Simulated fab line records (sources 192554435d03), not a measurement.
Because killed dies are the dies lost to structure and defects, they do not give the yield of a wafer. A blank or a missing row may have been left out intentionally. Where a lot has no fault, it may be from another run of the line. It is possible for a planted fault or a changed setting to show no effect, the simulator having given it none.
Matching of chambers + flow n5Finfet + rieDiel-02 running N5_MOL_CONTACT_COAG_CONTACT_ETCH_14: 4 sister chambers
The step etches SiO2 in C4F6/O2, target depth 27.5 nm, overetch 8.5 nm, time 20 s. 16 wafers are shown with their chamber, then 8 later ones without.

== WAFERS PAIRED WITH THEIR CHAMBERS ==
| wafer  | chamber | drypumpMotorCurrentA (A) | showerheadPlenumPTorr (Torr) | oes_o_777_au (a.u.) |
|--------|---------|--------------------------|------------------------------|---------------------|
| L075.3 | 0       | 5.9                      | 2.84                         | 0.69                |
| L075.4 | 1       | 5.8                      | 3.04                         | 0.86                |
| L075.6 | 0       | 5.9                      | 2.84                         | 0.68                |
| L081.2 | 2       | 6.8                      | 2.96                         | 0.71                |
| L081.5 | 1       | 5.8                      | 3.03                         | 0.84                |
| L081.6 | 0       | 5.9                      | 2.83                         | 0.68                |
| L082.2 | 3       | 5.4                      | 2.95                         | 0.68                |
| L082.3 | 1       | 5.8                      | 3.03                         | 0.83                |
| L082.6 | 0       | 5.9                      | 2.83                         | 0.68                |
| L084.4 | 2       | 6.7                      | 2.96                         | 0.70                |
| L084.5 | 2       | 6.8                      | 2.96                         | 0.70                |
| L084.6 | 3       | 5.4                      | 2.95                         | 0.68                |
| L087.3 | 3       | 5.4                      | 2.95                         | 0.68                |
| L087.5 | 1       | 5.8                      | 3.03                         | 0.83                |
| L087.6 | 2       | 6.7                      | 2.96                         | 0.70                |
| L089.1 | 3       | 5.4                      | 2.95                         | 0.67                |

SIGNATURES (means of the wafers above)
| reading               | chamber 0 | chamber 1 | chamber 2 | chamber 3 | scatter within a chamber |
|-----------------------|-----------|-----------|-----------|-----------|--------------------------|
| drypumpMotorCurrentA  | 5.900     | 5.800     | 6.750     | 5.400     | 0.0289                   |
| showerheadPlenumPTorr | 2.8350    | 3.0325    | 2.9600    | 2.9500    | 0.00382                  |
| oes_o_777_au          | 0.6825    | 0.8400    | 0.7025    | 0.6775    | 0.00829                  |
Rule: a wafer lies at a distance from a chamber equal to the root of the sum of squares, over the readings, of (its reading less the chamber's mean, divided by the reading's scatter). The wafer belongs to the nearest chamber; if the next one is less than 2 further off, it can't be placed. How the scatter is found: for the shown wafers, subtract from each reading the mean of its chamber, square and add these, divide the total by (wafers less chambers), then take the root.

== WAFERS MISSING THEIR CHAMBER ==
| wafer  | drypumpMotorCurrentA (A) | showerheadPlenumPTorr (Torr) | oes_o_777_au (a.u.) |
|--------|--------------------------|------------------------------|---------------------|
| L089.4 | 5.4                      | 2.95                         | 0.67                |
| L089.6 | 6.8                      | 2.95                         | 0.69                |
| L091.2 | 5.8                      | 3.02                         | 0.82                |
| L091.3 | 6.7                      | 2.95                         | 0.69                |
| L091.6 | 6.7                      | 2.95                         | 0.69                |
| L094.1 | 6.8                      | 2.95                         | 0.69                |
| L094.2 | 5.9                      | 2.82                         | 0.99                |
| L094.4 | 6.8                      | 2.95                         | 0.68                |

== WHICH CHAMBER EACH WENT THROUGH ==
| wafer  | from the rows above | in truth |
|--------|---------------------|----------|
| L089.4 | 3                   | 3        |
| L089.6 | 2                   | 2        |
| L091.2 | 1                   | 1        |
| L091.3 | 2                   | 2        |
| L091.6 | 2                   | 2        |
| L094.1 | 2                   | 2        |
| L094.2 | 0                   | 0        |
| L094.4 | 2                   | 2        |
8 of 8 placed correctly. Left unplaced by these rows: 0. 0 placed wrongly.
